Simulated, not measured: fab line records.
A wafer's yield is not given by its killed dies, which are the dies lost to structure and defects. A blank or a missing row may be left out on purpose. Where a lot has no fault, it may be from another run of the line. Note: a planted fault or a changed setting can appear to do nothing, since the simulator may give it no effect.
Chamber matching || flow n5_finfet || rie_diel-01 running N5_BEOL_M10_ETCH_62: 4 sister chambers
The step etches SOC in N2/H2, target depth 110 nm, overetch 22 nm, time 165 s. 7 wafers are shown with their chamber, then 7 later ones without.

## WAFERS WITH THEIR CHAMBER
{"wafer": "L079.1", "chamber": 0, "drypump_motor_current_A (A)": 4.9, "throttle_valve_pct (%)": 17.86}
{"wafer": "L080.1", "chamber": 2, "drypump_motor_current_A (A)": 5.8, "throttle_valve_pct (%)": 17.74}
{"wafer": "L084.2", "chamber": 3, "drypump_motor_current_A (A)": 6.1, "throttle_valve_pct (%)": 17.48}
{"wafer": "L084.5", "chamber": 2, "drypump_motor_current_A (A)": 5.8, "throttle_valve_pct (%)": 17.76}
{"wafer": "L084.6", "chamber": 1, "drypump_motor_current_A (A)": 6.3, "throttle_valve_pct (%)": 17.50}
{"wafer": "L086.2", "chamber": 1, "drypump_motor_current_A (A)": 6.4, "throttle_valve_pct (%)": 17.49}
{"wafer": "L086.3", "chamber": 3, "drypump_motor_current_A (A)": 6.1, "throttle_valve_pct (%)": 17.48}

## WAFERS WHOSE CHAMBER IS MISSING
{"wafer": "L086.6", "drypump_motor_current_A (A)": 5.8, "throttle_valve_pct (%)": 17.76}
{"wafer": "L087.3", "drypump_motor_current_A (A)": 4.8, "throttle_valve_pct (%)": 17.89}
{"wafer": "L087.4", "drypump_motor_current_A (A)": 5.8, "throttle_valve_pct (%)": 17.77}
{"wafer": "L087.5", "drypump_motor_current_A (A)": 6.3, "throttle_valve_pct (%)": 17.51}
{"wafer": "L091.1", "drypump_motor_current_A (A)": 5.8, "throttle_valve_pct (%)": 17.78}
{"wafer": "L091.4", "drypump_motor_current_A (A)": 4.8, "throttle_valve_pct (%)": 17.91}
{"wafer": "L091.5", "drypump_motor_current_A (A)": 5.8, "throttle_valve_pct (%)": 17.78}

## WHICH CHAMBER EACH ONE RAN IN
{"wafer": "L086.6", "from the rows above": 2, "in truth": 2}
{"wafer": "L087.3", "from the rows above": 0, "in truth": 0}
{"wafer": "L087.4", "from the rows above": 2, "in truth": 2}
{"wafer": "L087.5", "from the rows above": 1, "in truth": 1}
{"wafer": "L091.1", "from the rows above": 2, "in truth": 2}
{"wafer": "L091.4", "from the rows above": 0, "in truth": 0}
{"wafer": "L091.5", "from the rows above": 2, "in truth": 2}
Correctly placed: 7 of 7. From these rows, 0 cannot be placed. Placed wrongly: 0.
How it was worked out, from the rows above alone: a wafer's distance from a chamber is the root of the sum, over the readings, of the square of ((its reading less the chamber's mean) divided by the reading's scatter). The wafer belongs to the nearest chamber; if the next one is less than 2 further off, it can't be placed. The mean given for a chamber averages the wafers shown for that chamber. How the scatter is found: for the shown wafers, subtract from each reading the mean of its chamber, square and add these, divide the total by (wafers less chambers), then take the root.
